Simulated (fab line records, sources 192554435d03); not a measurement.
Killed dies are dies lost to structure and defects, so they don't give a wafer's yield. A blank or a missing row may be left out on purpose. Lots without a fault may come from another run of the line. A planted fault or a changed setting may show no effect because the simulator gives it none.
Chamber matching | flow n5_finfet | N5_FIN_SAQP_STRIP_70 on rie_diel-02: 4 sister chambers
The step strips in N2/H2. 8 wafers are shown with their chamber, then 10 later ones without.

WAFERS WITH THEIR CHAMBER
wafer  | chamber | throttle_valve_pct (%) | showerhead_plenum_p_Torr (Torr)
L077.5 | 2       | 19.38                  | 3.37
L081.3 | 2       | 19.36                  | 3.37
L086.6 | 1       | 18.91                  | 3.37
L089.2 | 0       | 18.71                  | 3.41
L089.4 | 3       | 19.22                  | 3.47
L089.5 | 1       | 18.92                  | 3.37
L090.2 | 3       | 19.22                  | 3.46
L090.4 | 0       | 18.72                  | 3.41

WAFERS WITHOUT THEIR CHAMBER
wafer  | throttle_valve_pct (%) | showerhead_plenum_p_Torr (Torr)
L090.5 | 19.22                  | 3.46
L092.2 | 19.21                  | 3.46
L092.3 | 18.94                  | 3.36
L092.4 | 19.41                  | 3.36
L093.3 | 19.42                  | 3.36
L093.5 | 19.23                  | 3.46
L093.6 | 18.74                  | 3.40
L096.1 | 18.94                  | 3.36
L096.3 | 19.23                  | 3.46
L096.6 | 19.41                  | 3.36

WHICH CHAMBER EACH WENT THROUGH
wafer  | from the rows above | in truth
L090.5 | 3                   | 3
L092.2 | 3                   | 3
L092.3 | 1                   | 1
L092.4 | 2                   | 2
L093.3 | 2                   | 2
L093.5 | 3                   | 3
L093.6 | 0                   | 0
L096.1 | 1                   | 1
L096.3 | 3                   | 3
L096.6 | 2                   | 2
Placed correctly: 10 of 10. Can't be placed from these rows: 0. Placed wrongly: 0.
How it was worked out, from the rows above alone: a wafer's distance from a chamber is the root of the sum, over the readings, of the square of ((its reading less the chamber's mean) divided by the reading's scatter). The wafer belongs to the nearest chamber; if the next one is less than 2 further off, it can't be placed. A chamber's mean is the mean of its shown wafers. The scatter: the root of (the sum of the squares of (reading less its chamber's mean) over the shown wafers, divided by (wafers less chambers)).
